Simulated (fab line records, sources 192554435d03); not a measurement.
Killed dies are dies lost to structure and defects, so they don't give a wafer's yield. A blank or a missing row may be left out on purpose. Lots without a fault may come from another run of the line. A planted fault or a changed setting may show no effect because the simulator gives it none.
fab line records | flow n5_finfet
record lots=6 wafers=17 last_day=18
route steps=1938 shown BEOL_M14@1741 PASSIVATION@1936
lots that met no fault: from a run of the same line without faults
start_h: hours from the record's first day to the start of the lot's first wafer shown | wait_h: hours since the lot's step before | " the same as in the row above | L1.1+2: a row that stands for several wafers | - no value, or no start given | * or withheld: withheld | < > ~ a bound
route shown NAME@n: a module of which the file shows steps, and the number in the route of the first | usual: mean/standard deviation of fault-free wafers | same: alike in all rows | chamber/n: place in a boat | sites: the reading at each site | _std_site: their standard deviation | _edge_site: outer sites' mean less inner sites' | radius_mm: how far each site lies from the wafer's centre | mask NAME#n: copy n | behind: the tool/chamber that last shaped the wafer | hold: why the lot was held/for how many hours/how that ended | device: the transistor (n, p or np) that didn't switch | end of line: the same wafers' tests at the end of the route | a step without rows: its recipe alone | killed: dies lost to structure and defects at the first sort, not the wafer's yield | map: a wafer's dies, x killed, . not, _ none there
set.NAME: the setting as run; set.NAME@STEP: as run at that earlier step | model.NAME: the simulator's own value behind a step, which no gauge read
lots at some steps of the route; a table a step, a row a wafer
services: from which hour (start_h, from the record's first day; less than 0 if before it) a tool's chamber was out of use, for how many hours, and why
## steps
# step N5_BEOL_M14_SOFTBAKE_23
# recipe temp_c=130 time_s=60
# step N5_BEOL_M14_EXPOSE_25
# recipe mask_id=M14 na=0.8 source_shape=annular sigma_inner=0.5 sigma_outer=0.8 polarization=unpolarized target_cd_nm=280 dose_mj=26.6
# step N5_BEOL_M14_PEB_26
# recipe peb_temp_c=130 peb_time_s=90
# step N5_BEOL_M14_DEVELOP_27
# recipe develop_time_s=45 rinse_liquid=diw dry=air_spin dev_temp_c=21
# step N5_BEOL_M14_HARDBAKE_32
# recipe temp_c=130 time_s=120
# step N5_BEOL_M14_CD_MEAS_28
# recipe target_cd_nm=284.4 landing_energy_ev=500 detector=se_inlens
# usual cd_nm=284.2/1.8
# columns lot.wafer tool chamber start_h wait_h cd_nm
L509.2 cd_sem-01 0 289.68 - 282.9
L509.4 " 0 " " 281.2
L509.6 " 0 " " 283.8
L510.1 cd_sem-01 0 309.00 - 286.6
L510.4 " 0 " " 283.2
L520.2 cd_sem-03 0 358.42 - 283.0
L520.4 " 0 " " 284.5
L520.5 " 0 " " 283.5
L521.3 cd_sem-03 0 386.50 - 280.2
L521.5 " 0 " " 285.7
L521.6 " 0 " " 284.8
L523.1 cd_sem-03 0 390.87 - 285.1
L523.4 " 0 " " 284.4
L523.6 " 0 " " 286.3
L524.3 cd_sem-03 0 408.35 - 285.9
L524.4 " 0 " " 287.7
L524.5 " 0 " " 284.7
# step N5_BEOL_M14_OVL_MEAS_29
# recipe points_per_wafer=44
# usual M14_OVL=3/5.1
# columns lot.wafer tool chamber start_h wait_h M14_OVL[nm]
L509.2 overlay-01 0 289.71 0.0 6
L509.4 " 0 " " 8
L509.6 " 0 " " 10
L510.1 overlay-02 0 309.03 0.0 4
L510.4 " 0 " " -5
L520.2 overlay-01 0 358.45 0.0 0
L520.4 " 0 " " 5
L520.5 " 0 " " -1
L521.3 overlay-02 0 386.53 0.0 0
L521.5 " 0 " " 2
L521.6 " 0 " " -3
L523.1 overlay-01 0 390.90 0.0 -5
L523.4 " 0 " " -3
L523.6 " 0 " " -3
L524.3 overlay-02 0 408.39 0.0 6
L524.4 " 0 " " 10
L524.5 " 0 " " 5
# step N5_BEOL_M14_INSPECT_30
# recipe mode=adi inspect_instrument=macro
# usual raw_defect_count=1.9/1.4
# columns lot.wafer tool chamber start_h wait_h raw_defect_count
L509.2 defect_inspect-02 - 289.73 0.0 3
L509.4 " - " " 2
L509.6 " - " " 1
L510.1 defect_inspect-02 - 309.05 0.0 2
L510.4 " - " " 1
L520.2 defect_inspect-01 - 358.48 0.0 3
L520.4 " - " " 2
L520.5 " - " " 1
L521.3 defect_inspect-02 - 386.55 0.0 1
L521.5 " - " " 2
L521.6 " - " " 0
L523.1 defect_inspect-02 - 390.92 0.0 1
L523.4 " - " " 2
L523.6 " - " " 2
L524.3 defect_inspect-02 - 408.41 0.0 3
L524.4 " - " " 1
L524.5 " - " " 2
# step N5_BEOL_M14_DESCUM_33
# recipe chemistry=O2 time_s=7.9 source_power_w=50 bias_power_w=20 pressure_mtorr=20 rf_frequency_hz=2.712e+07 temp_c=40 o2_flow_sccm=225
# usual drypump_motor_current_A=5.6/0.59 oes_product_au=0.80/0.065 rf_vpp_V=243.1/1.4 showerhead_plenum_p_Torr=2.09/0.067 throttle_valve_pct=20.38/0.22
# columns lot.wafer tool chamber start_h wait_h drypump_motor_current_A oes_product_au rf_hours_counter_h rf_vpp_V showerhead_plenum_p_Torr throttle_valve_pct
L509.2 rie_diel-05 1 289.77 0.0 5.5 0.70 224 243.4 2.13 20.58
L509.4 " 2 " " 6.6 0.80 93 245.0 2.10 20.21
L509.6 " 1 " " 5.5 0.69 - 244.9 2.13 20.59
L510.1 rie_diel-05 0 309.14 0.1 5.1 0.81 88 242.6 2.10 20.17
L510.4 " 3 " " 5.7 0.79 100 242.6 2.03 20.29
L520.2 rie_diel-03 1 358.51 0.0 4.7 0.78 123 240.6 2.00 20.56
L520.4 " 0 " " 5.7 0.83 68 245.5 2.21 20.43
L520.5 " 1 " " 4.7 0.78 - 241.6 2.00 20.56
L521.3 rie_diel-05 3 386.68 0.1 5.7 0.77 129 241.6 2.02 20.33
L521.5 " 0 " " 5.1 0.78 - 241.9 2.09 20.20
L521.6 " 2 " " 6.6 0.77 - 242.7 2.09 20.28
L523.1 rie_diel-04 1 390.96 0.0 6.3 0.82 87 242.0 2.10 20.01
L523.4 " 1 " " 6.3 0.81 - 244.6 2.10 20.01
L523.6 " 0 " " 6.2 0.97 - 241.5 2.06 20.42
L524.3 rie_diel-03 2 408.44 0.0 5.0 0.76 139 240.9 2.03 20.74
L524.4 " 1 " " 4.7 0.77 139 240.8 1.99 20.58
L524.5 " 1 " " 4.7 0.76 - 242.7 1.99 20.59
# step N5_BEOL_M14_ETCH_67
# recipe chemistry=CF4 target=SiARC target_depth_a=1430 time_s=238.3 ion_energy_ev=80 pressure_mtorr=40 source_w=545 bias_w=36 Ar_flow_sccm=100 cf4_flow_sccm=100 ends=cleared
# usual bias_w=35.98/0.11 drypump_motor_current_A=5.6/0.59 etch_rf_on_time_s=234/4.7 oes_product_au=0.69/0.056 rf_vpp_V=184.1/1.1 showerhead_plenum_p_Torr=2.15/0.07 throttle_valve_pct=15.60/0.2
# columns lot.wafer tool chamber start_h wait_h bias_w drypump_motor_current_A etch_rf_on_time_s oes_product_au rf_hours_counter_h rf_vpp_V showerhead_plenum_p_Torr throttle_valve_pct
L509.2 rie_diel-05 1 289.80 0.0 35.74 5.5 243 0.60 224 185.9 2.21 16.00
L509.4 " 2 " " 36.19 6.6 228 0.70 93 184.4 2.16 15.41
L509.6 " 1 " " 36.00 5.5 241 0.60 - 183.8 2.21 16.00
L510.1 rie_diel-05 0 309.17 0.0 35.96 5.1 235 0.69 88 184.2 2.17 15.49
L510.4 " 3 " " 35.99 5.7 234 0.68 100 182.8 2.07 15.48
L520.2 rie_diel-03 1 358.54 0.0 36.05 4.7 235 0.66 123 182.9 2.06 15.79
L520.4 " 0 " " 36.18 5.7 234 0.72 68 187.1 2.26 15.58
L520.5 " 1 " " 35.96 4.7 235 0.66 - 182.6 2.06 15.81
L521.3 rie_diel-05 3 386.71 0.0 36.08 5.7 233 0.65 129 182.4 2.06 15.52
L521.5 " 0 " " 36.11 5.1 236 0.67 - 184.6 2.16 15.55
L521.6 " 2 " " 35.96 6.6 227 0.66 - 185.8 2.14 15.49
L523.1 rie_diel-04 1 390.99 0.0 36.05 6.3 235 0.70 87 184.7 2.17 15.32
L523.4 " 1 " " 35.97 6.3 233 0.70 - 184.3 2.17 15.32
L523.6 " 0 " " 36.04 6.2 233 0.82 - 185.0 2.12 15.59
L524.3 rie_diel-03 2 408.48 0.0 36.11 5.1 233 0.65 139 182.3 2.06 15.71
L524.4 " 1 " " 35.92 4.7 238 0.64 139 182.6 2.06 15.82
L524.5 " 1 " " 35.91 4.7 239 0.64 - 183.5 2.06 15.86
# step N5_BEOL_M14_ETCH_68
# recipe chemistry=N2/H2 target=SOC mask_material=SiARC source_w=3000 bias_w=350 temp_c=40 time_s=450 ion_energy_ev=200 pressure_mtorr=30 n2_flow_sccm=200 h2_flow_sccm=200
# step N5_BEOL_M14_STRIP_69
# recipe chemistry=N2/H2 temp_c=40 n2_flow_sccm=200 h2_flow_sccm=200 rf_frequency_hz=6e+07
# step N5_BEOL_M14_TRENCH_ETCH_34
# recipe chemistry=C4F8/O2/Ar target=SiO2 target_depth_a=5566.5 mask_material=SOC he_inner_torr=15 he_outer_torr=30 time_s=126.9 ion_energy_ev=800 pressure_mtorr=20 source_w=1905 bias_w=2040 Ar_flow_sccm=400 C4F8_flow_sccm=16 O2_flow_sccm=12
# usual bias_w=2040/5.5 drypump_motor_current_A=5.6/0.6 he_inner_torr=15.002/0.029 oes_product_au=0.80/0.065 rf_vpp_V=2215/33 showerhead_plenum_p_Torr=3.45/0.11 throttle_valve_pct=30.96/0.29
# columns lot.wafer tool chamber start_h wait_h bias_w drypump_motor_current_A he_inner_torr oes_product_au rf_hours_counter_h rf_vpp_V showerhead_plenum_p_Torr throttle_valve_pct model.etch.depth_nm
L509.2 rie_diel-05 1 290.22 0.0 2037 5.5 14.996 0.71 224 2198 3.54 31.22 552.3
L509.4 " 2 " " - 6.6 14.986 0.81 93 2238 3.46 30.72 554.2
L509.6 " 1 " " 2038 5.5 15.011 0.70 - 2199 3.54 31.22 549.6
L510.1 rie_diel-05 0 309.59 0.0 - 5.1 14.992 0.82 88 2218 3.47 30.72 537.1
L510.4 " 3 " " - 5.7 14.988 0.80 100 2197 3.31 30.49 544.7
L520.2 rie_diel-03 1 358.96 0.0 2039 4.7 14.979 0.77 123 2268 3.33 31.34 556
L520.4 " 0 " " 2041 5.7 15.021 0.85 68 2169 3.62 30.92 564.6
L520.5 " 1 " " 2030 4.7 14.999 0.77 - 2268 3.33 31.34 559.9
L521.3 rie_diel-05 3 387.13 0.0 2042 5.7 14.989 0.77 129 2195 3.29 30.52 566.3
L521.5 " 0 " " 2043 5.1 14.968 0.78 - 2216 3.46 30.76 557.7
L521.6 " 2 " " 2036 6.6 14.985 0.77 - 2235 3.44 30.76 576.5
L523.1 rie_diel-04 1 391.41 0.0 2036 6.3 14.958 0.82 87 2228 3.50 30.79 562.7
L523.4 " 1 " " 2036 6.3 14.967 0.81 - 2228 3.50 30.79 566.1
L523.6 " 0 " " 2028 6.2 15.029 0.95 - 2166 3.41 31.12 570.3
L524.3 rie_diel-03 2 408.90 0.0 2047 5.1 14.969 0.78 139 2237 3.34 31.39 576.5
L524.4 " 1 " " 2037 4.7 15.022 0.76 140 2267 3.32 31.34 562.6
L524.5 " 1 " " 2034 4.7 15.034 0.75 - 2268 3.32 31.35 559.7
# step N5_BEOL_M14_STRIP_70
# recipe chemistry=C4F8/O2/Ar resist=SiARC rf_frequency_hz=6e+07
# step N5_BEOL_M14_OCD_MEAS_35
# usual trench_depth_nm=565/10
# columns lot.wafer tool chamber start_h wait_h trench_depth_nm
L509.2 ocd-01 - 290.38 0.0 552
L509.4 " - " " 554
L509.6 " - " " 549
L510.1 ocd-01 - 309.74 0.0 537
L510.4 " - " " 545
L520.2 ocd-02 - 359.12 0.0 556
L520.4 " - " " 565
L520.5 " - " " 560
L521.3 ocd-02 - 387.29 0.0 566
L521.5 " - " " 558
L521.6 " - " " 576
L523.1 ocd-01 - 391.57 0.0 563
L523.4 " - " " 567
L523.6 " - " " 570
L524.3 ocd-01 - 409.06 0.0 576
L524.4 " - " " 563
L524.5 " - " " 560
# step N5_BEOL_M14_STRIP_37
# recipe chemistry=O2 power_w=600 temp_c=60 pressure_mtorr=30 rf_frequency_hz=6e+07 bias_power_w=0 overash_fraction=0.3 o2_flow_sccm=225
# step N5_BEOL_M14_ETCH_38
# recipe chemistry=CF4/N2 target=SiCN target_depth_a=1065 taper_deg=2 time_s=120.6 ion_energy_ev=150 mask_material=SiO2 pressure_mtorr=40 source_w=430 bias_w=70 Ar_flow_sccm=100 cf4_flow_sccm=60 n2_flow_sccm=60
# step N5_BEOL_M14_PRECLEAN_39
# recipe chemistry=residue_remover time_s=60 temp_c=40
# step N5_BEOL_M14_SRD_40
# recipe time_s=30 temp_c=23 rinse_liquid=diw dry=n2_spin spin_rpm=1500 dry_time_s=30
# step N5_BEOL_M14_DEGAS_41
# recipe ambient=vacuum temp_c=300 time_s=60
# usual heater_power_w=488/37
# columns lot.wafer tool chamber start_h wait_h heater_power_w
L509.2 pvd_sputter-02 - 298.84 0.3 445
L509.4 " - " " 498
L509.6 " - " " 458
L510.1 pvd_sputter-02 - 312.65 0.2 512
L510.4 " - " " 481
L520.2 pvd_sputter-02 - 361.26 0.6 450
L520.4 " - " " 444
L520.5 " - " " 484
L521.3 pvd_sputter-03 - 387.78 0.0 401
L521.5 " - " " 408
L521.6 " - " " 488
L523.1 pvd_sputter-01 - 392.84 0.4 517
L523.4 " - " " 450
L523.6 " - " " 529
L524.3 pvd_sputter-01 - 410.13 0.0 483
L524.4 " - " " 540
L524.5 " - " " 488
# step N5_BEOL_M14_PRE_CLEAN_42
# recipe gas=H2/He time_s=30 temp_c=300
# usual heater_power_w=489/39
# columns lot.wafer tool chamber start_h wait_h heater_power_w
L509.2 pvd_sputter-02 - 298.88 0.0 443
L509.4 " - " " 472
L509.6 " - " " 446
L510.1 pvd_sputter-02 - 312.69 0.0 523
L510.4 " - " " 490
L520.2 pvd_sputter-02 - 361.30 0.0 447
L520.4 " - " " 454
L520.5 " - " " 479
L521.3 pvd_sputter-03 - 387.82 0.0 401
L521.5 " - " " 401
L521.6 " - " " 474
L523.1 pvd_sputter-01 - 392.88 0.0 530
L523.4 " - " " 436
L523.6 " - " " 532
L524.3 pvd_sputter-01 - 410.17 0.0 481
L524.4 " - " " 550
L524.5 " - " " 490
# step N5_BEOL_M14_SPUTTER_43
# recipe material=TaN target_thk_a=150 temp_c=50 bias_v=168.6 power_w=15000 chamber_pressure_pa=0.12 time_s=24.19
# step N5_BEOL_M14_SPUTTER_44
# recipe material=Ta target_thk_a=150 temp_c=50 bias_v=80 power_w=15000 chamber_pressure_pa=0.07 time_s=24.19
# usual substrate_temp_c=50.02/0.12 throttle_valve_pct=30.2/1.1
# columns lot.wafer tool chamber start_h wait_h substrate_temp_c throttle_valve_pct
L509.2 pvd_sputter-02 - 299.00 0.0 50.05 30.7
L509.4 " - " " 49.89 29.4
L509.6 " - " " 50.11 30.6
L510.1 pvd_sputter-02 - 312.81 0.0 49.79 29.3
L510.4 " - " " 50.05 29.1
L520.2 pvd_sputter-02 - 361.42 0.0 50.01 30.2
L520.4 " - " " 50.00 30.2
L520.5 " - " " 49.84 29.1
L521.3 pvd_sputter-03 - 387.94 0.0 49.89 30.5
L521.5 " - " " 50.05 30.4
L521.6 " - " " 50.06 29.5
L523.1 pvd_sputter-01 - 393.00 0.0 49.85 32.0
L523.4 " - " " 50.05 31.1
L523.6 " - " " 49.96 29.0
L524.3 pvd_sputter-01 - 410.29 0.0 50.00 31.3
L524.4 " - " " 50.30 28.7
L524.5 " - " " 50.07 31.1
# step N5_BEOL_M14_SPUTTER_45
# recipe material=Cu target_thk_a=1000 temp_c=-20 bias_v=60 power_w=26000 chamber_pressure_pa=0.13 time_s=16.67
# step N5_BEOL_M14_ECD_47
# recipe material=Cu target_thk_a=12480
# step N5_BEOL_M14_ANNEAL_48
# recipe temp_c=225 time_s=90 ambient=N2
# step N5_BEOL_M14_CMP_49
# recipe stop_on=SiO2 t_overpolish_s=5.2 down_force_psi=2 platen_rpm=80 clearing_platen_down_force_psi=2 clearing_platen_rpm=80 post_cmp_clean=cu_alkaline target_thk_nm=560 clearing_platen_pad_velocity_m_s=1.5917 pad_velocity_m_s=1.5917
# usual barrier_field_endpoint_s=11.42/0.29 clearing_platen_down_force_psi=2.000/0.0042 motor_current_A=8.0/0.57 overpolish_run_s=5.200/0.0098 time_to_endpoint_s=122/4.7
# columns lot.wafer tool chamber start_h wait_h barrier_field_endpoint_s clearing_platen_down_force_psi motor_current_A overpolish_run_s time_to_endpoint_s model.Cu_of_BEOL_M14_ECD_47.thk_nm
L509.2 cmp-02 0 300.01 0.3 11.58 1.998 8.4 5.197 121 555.4
L509.4 " 1 " " 11.81 2.005 7.3 5.202 128 557.4
L509.6 " 3 " " 11.78 1.995 7.5 5.201 128 554
L510.1 cmp-01 0 313.62 0.3 11.09 2.000 7.9 5.209 116 542
L510.4 " 2 " " 11.65 2.008 8.0 5.212 125 550
L520.2 cmp-02 1 362.14 0.2 11.62 2.001 7.5 5.193 126 560
L520.4 " 3 " " 11.98 2.006 7.0 5.204 128 567.8
L520.5 " 0 " " 11.61 2.003 8.5 5.211 122 563.4
L521.3 cmp-01 1 391.22 0.2 11.52 2.005 7.1 5.206 119 568.8
L521.5 " 3 " " 10.80 2.000 8.3 5.206 111 559
L521.6 " 0 " " 11.11 1.998 7.7 5.217 117 579
L523.1 cmp-01 0 395.62 0.3 11.46 1.995 7.6 5.202 118 565.6
L523.4 " 1 " " 11.71 2.002 7.8 5.192 122 568.2
L523.6 " 0 " " 11.43 1.999 7.9 5.205 117 573.4
L524.4 cmp-01 1 410.97 0.1 11.29 2.005 7.6 5.197 121 565.8
L524.3 " 2 " " 11.96 1.994 7.7 5.186 125 579.8
L524.5 " 2 " " 11.76 2.002 7.8 5.182 122 561.8
# step N5_BEOL_M14_THK_MEAS_50
# recipe thk_meas_gauge=xrf reads=Cu_of_BEOL_M14_ECD_47
# usual M14_THK=595/11
# columns lot.wafer tool chamber start_h wait_h M14_THK[nm]
L509.2 film_metro-01 - 300.23 - 582
L509.4 " - " " 578
L509.6 " - " " 578
L510.1 film_metro-02 - 313.88 - 573
L510.4 " - " " 578
L520.2 film_metro-01 - 362.40 - 585
L520.4 " - " " 596
L520.5 " - " " 591
L521.3 film_metro-02 - 391.44 - 595
L521.5 " - " " 586
L521.6 " - " " 607
L523.1 film_metro-02 - 395.91 - 595
L523.4 " - " " 597
L523.6 " - " " 602
L524.3 film_metro-02 - 411.27 - 611
L524.4 " - " " 594
L524.5 " - " " 590
# step N5_PASSIVATION_PROBE_49
# usual defect_limited_yield=91.3/1.3 killed_at_M0_to_M3=34/9.1 killed_at_M4_up=14/5.6 killed_at_contacts=13/5.9 killed_at_front_end=39/11 killed_at_other=3.6/3 killed_dies=102/16 killed_open=68/12 killed_short=33/7.3 sort_bin_5_function=5.2/0.89 sort_bin_6_memory=3.2/0.68 sort_bin_8_speed=0.00/0.027 sort_n_pass=1078/16 sort_yield_pct=91.3/1.3
# same gross_dies=1180 killed_at_back_side=0 sort_bin_4_leakage[%]=0
# columns lot.wafer tool chamber start_h wait_h defect_limited_yield[%] killed_at_M0_to_M3 killed_at_M4_up killed_at_contacts killed_at_front_end killed_at_other killed_dies killed_open killed_short sort_bin_5_function[%] sort_bin_6_memory[%] sort_bin_8_speed[%] sort_n_pass sort_yield_pct[%]
L509.2 prober-02 - 319.34 0.1 90.9 42 12 2 45 6 107 61 45 5.8 2.8 0 1073 90.9
L509.4 prober-02 - 319.44 0.2 90.8 40 12 3 49 5 109 69 29 5.0 3.3 0 1071 90.8
L509.6 prober-02 - 319.54 0.3 90.9 45 16 11 32 3 107 84 22 5.7 3.4 0 1073 90.9
L510.1 prober-01 - 332.47 0.0 91.2 32 18 13 28 13 104 77 27 4.9 3.6 0 1076 91.2
L510.4 prober-01 - 332.62 0.2 90.9 34 20 12 37 4 107 70 37 5.8 3.1 0 1073 90.9
L520.2 prober-02 - 385.18 0.1 92.1 27 10 15 39 2 93 67 26 4.9 2.7 0 1087 92.1
L520.4 prober-02 - 385.28 0.2 91.3 41 12 16 34 0 103 66 37 5.8 2.7 0 1077 91.3
L520.5 prober-02 - 385.33 0.2 90.5 43 11 22 34 2 112 76 35 5.3 3.6 0 1068 90.5
L521.3 prober-02 - 416.20 0.1 92.3 25 15 11 39 1 91 62 27 4.6 3.1 0 1089 92.3
L521.5 prober-02 - 416.30 0.2 93.2 15 13 10 41 1 80 46 32 4.4 2.0 0 1100 93.2
L521.6 prober-02 - 416.35 0.3 91.6 30 14 24 29 2 99 72 26 4.2 3.7 0 1081 91.6
L524.3 prober-01 - 439.91 0.1 92.8 26 15 8 35 1 85 54 30 4.6 2.2 0 1095 92.8
L524.4 prober-01 - 439.96 0.2 89.3 28 12 17 61 8 126 68 49 5.2 4.8 0 1054 89.3
L524.5 prober-01 - 440.01 0.2 90.3 24 10 9 69 2 114 60 45 4.5 4.1 0 1066 90.3
# killed by level:class
L509.2 BEOL_M0_SAQP:geometric_particle:short=12 FIN_SAQP:geometric_particle:short=10 FIN_SAQP:geometric_particle:open=8 BEOL_M3:geometric_particle:open=8 STI_FIN_REVEAL:geometric_particle:open=7 BEOL_M0_SAQP:geometric_particle:open=7 BEOL_M2:geometric_particle:open=5 STARTING-WAFER:geometric_particle:short=4
L509.4 STI_FIN_REVEAL:geometric_particle:open=12 HKMG_FIN:area_etch=10 BEOL_M0_SAQP:geometric_particle:open=8 BEOL_M0_SAQP:geometric_particle:short=8 BEOL_M2:geometric_particle:open=8 BEOL_M1:geometric_particle:open=7 GATE_CUT:geometric_particle:short=5 BEOL_M3:geometric_particle:open=5
L509.6 BEOL_M0_SAQP:geometric_particle:open=17 STI_FIN_REVEAL:geometric_particle:open=12 MOL_CONTACT_COAG:geometric_particle:open=10 BEOL_M1:geometric_particle:open=9 FIN_SAQP:geometric_particle:open=7 BEOL_M0_SAQP:geometric_particle:short=6 BEOL_M3:geometric_particle:open=6 BEOL_M4:geometric_particle:open=6
L510.1 MOL_CONTACT_COAG:geometric_particle:open=10 BEOL_M4:geometric_particle:open=9 BEOL_M0:geometric_particle:open=6 BEOL_M3:geometric_particle:open=6 FIN_SAQP:geometric_particle:open=5 BEOL_M0_SAQP:geometric_particle:open=5 FIN_SAQP:geometric_particle:short=4 BEOL_M1:geometric_particle:open=4
L510.4 BEOL_M4:geometric_particle:open=12 MOL_CONTACT_COAG:geometric_particle:open=11 BEOL_M0_SAQP:geometric_particle:short=9 BEOL_M2:geometric_particle:open=8 FIN_SAQP:geometric_particle:short=7 STI_FIN_REVEAL:geometric_particle:open=7 GATE_CUT:geometric_particle:short=6 BEOL_M0_SAQP:geometric_particle:open=6
L520.2 MOL_CONTACT_COAG:geometric_particle:open=13 STI_FIN_REVEAL:geometric_particle:open=9 GATE_CUT:geometric_particle:short=8 BEOL_M1:geometric_particle:open=8 BEOL_M2:geometric_particle:open=7 FIN_SAQP:geometric_particle:open=6 BEOL_M3:geometric_particle:open=5 GATE_CUT:geometric_particle:open=4
L520.4 BEOL_M0_SAQP:geometric_particle:short=12 MOL_CONTACT_COAG:geometric_particle:open=12 BEOL_M0_SAQP:geometric_particle:open=10 FIN_SAQP:geometric_particle:short=9 STI_FIN_REVEAL:geometric_particle:open=9 BEOL_M2:geometric_particle:open=8 MOL_CONTACT_COAG:geometric_particle:short=4 DUMMY_GATE:geometric_particle:open=4
L520.5 MOL_CONTACT_COAG:geometric_particle:open=17 BEOL_M0_SAQP:geometric_particle:open=14 STI_FIN_REVEAL:geometric_particle:open=12 BEOL_M0_SAQP:geometric_particle:short=10 BEOL_M2:geometric_particle:open=9 DUMMY_GATE:geometric_particle:open=7 BEOL_M5:geometric_particle:open=6 MOL_CONTACT_COAG:geometric_particle:short=5
L521.3 STI_FIN_REVEAL:geometric_particle:open=10 BEOL_M4:geometric_particle:open=10 FIN_SAQP:geometric_particle:short=9 MOL_CONTACT_COAG:geometric_particle:open=9 FIN_SAQP:geometric_particle:open=6 BEOL_M0_SAQP:geometric_particle:short=6 BEOL_M0_SAQP:geometric_particle:open=6 BEOL_M1:geometric_particle:open=4
L521.5 FIN_SAQP:geometric_particle:open=11 STI_FIN_REVEAL:geometric_particle:open=8 MOL_CONTACT_COAG:geometric_particle:open=7 FIN_SAQP:geometric_particle:short=5 GATE_CUT:geometric_particle:short=5 BEOL_M0_SAQP:geometric_particle:short=5 BEOL_M4:geometric_particle:short=4 MOL_CONTACT_COAG:geometric_particle:short=3
L521.6 MOL_CONTACT_COAG:geometric_particle:open=18 BEOL_M0_SAQP:geometric_particle:open=7 BEOL_M3:geometric_particle:open=7 BEOL_M4:geometric_particle:open=7 DUMMY_GATE:geometric_particle:open=6 GATE_CUT:geometric_particle:short=6 MOL_CONTACT_COAG:geometric_particle:short=6 BEOL_M2:geometric_particle:open=6
L524.3 FIN_SAQP:geometric_particle:short=10 BEOL_M5:geometric_particle:open=7 BEOL_M0_SAQP:geometric_particle:short=6 FIN_SAQP:geometric_particle:open=5 BEOL_M0_SAQP:geometric_particle:open=5 BEOL_M2:geometric_particle:open=5 BEOL_M3:geometric_particle:open=5 STI_FIN_REVEAL:geometric_particle:open=4
L524.4 FIN_SAQP:geometric_particle:short=19 FIN_SAQP:geometric_particle:open=13 BEOL_M0_SAQP:geometric_particle:short=11 MOL_CONTACT_COAG:geometric_particle:open=10 BEOL_M0_SAQP:geometric_particle:open=10 BEOL_M5:geometric_particle:open=6 STI_FIN_REVEAL:geometric_particle:open=5 DUMMY_GATE:geometric_particle:open=4
L524.5 FIN_SAQP:geometric_particle:short=26 FIN_SAQP:geometric_particle:open=17 HKMG_FIN:area_etch=8 BEOL_M2:geometric_particle:open=7 MOL_CONTACT_COAG:geometric_particle:short=5 STARTING-WAFER:geometric_particle:open=5 STI_FIN_REVEAL:geometric_particle:open=4 MOL_CONTACT_COAG:geometric_particle:open=4
## services
# columns tool chamber start_h hours kind
rie_diel-04 0 267.86 1.3 repair
cmp-01 - 290.19 6.8 pm
rie_diel-03 - 317.11 0.4 repair
cmp-02 - 325.38 4.0 pm
cmp-01 - 325.73 2.3 repair
cmp-02 - 329.38 - consumable_replace:conditioner
cmp-02 - 329.38 - consumable_replace:pad
rie_diel-03 - 340.17 4.3 pm
cmp-01 - 345.33 1.5 repair
cmp-01 - 348.51 0.6 repair
rie_diel-04 0 355.39 - clean
rie_diel-04 0 355.39 - consumable_replace:focus_ring
rie_diel-04 0 355.39 16.3 scheduled_down
rie_diel-04 0 355.39 16.3 vent_cycle
rie_diel-05 1 364.60 - clean
rie_diel-05 1 364.60 - consumable_replace:focus_ring
rie_diel-05 1 364.60 27.4 scheduled_down
rie_diel-05 1 364.60 27.4 vent_cycle
rie_diel-04 3 385.64 - clean
rie_diel-04 3 385.64 - consumable_replace:focus_ring
rie_diel-04 3 385.64 13.7 scheduled_down
rie_diel-04 3 385.64 13.7 vent_cycle
rie_diel-04 - 386.34 1.0 repair
cmp-02 - 404.00 1.1 repair
## key
first_sign none at tools or gauges
model_effect step=N5_BEOL_M14_TRENCH_ETCH_34 value=etch.depth_nm without=569.4 struck=545.3
model_effect step=N5_BEOL_M14_CMP_49 value=Cu_of_BEOL_M14_ECD_47.thk_nm without=573.8 struck=549.8
met_at N5_BEOL_M14_TRENCH_ETCH_34
struck_wafers L509.4,L510.1,L510.4
baseline_loss step=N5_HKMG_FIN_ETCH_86 wafers=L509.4
fault kind=process_parameter_drift tool=rie_diel-05 chamber=- onset_h=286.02 steps=N5_BEOL_M14_TRENCH_ETCH_34 channel=time_s offset=* shape=step end_h=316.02 scope=struck_wafers_only acts_in=* stated=*
# baseline_loss: these wafers lose ten dies or more at that step, a loss of the line's own and not of a fault; the sort's usual values leave them out
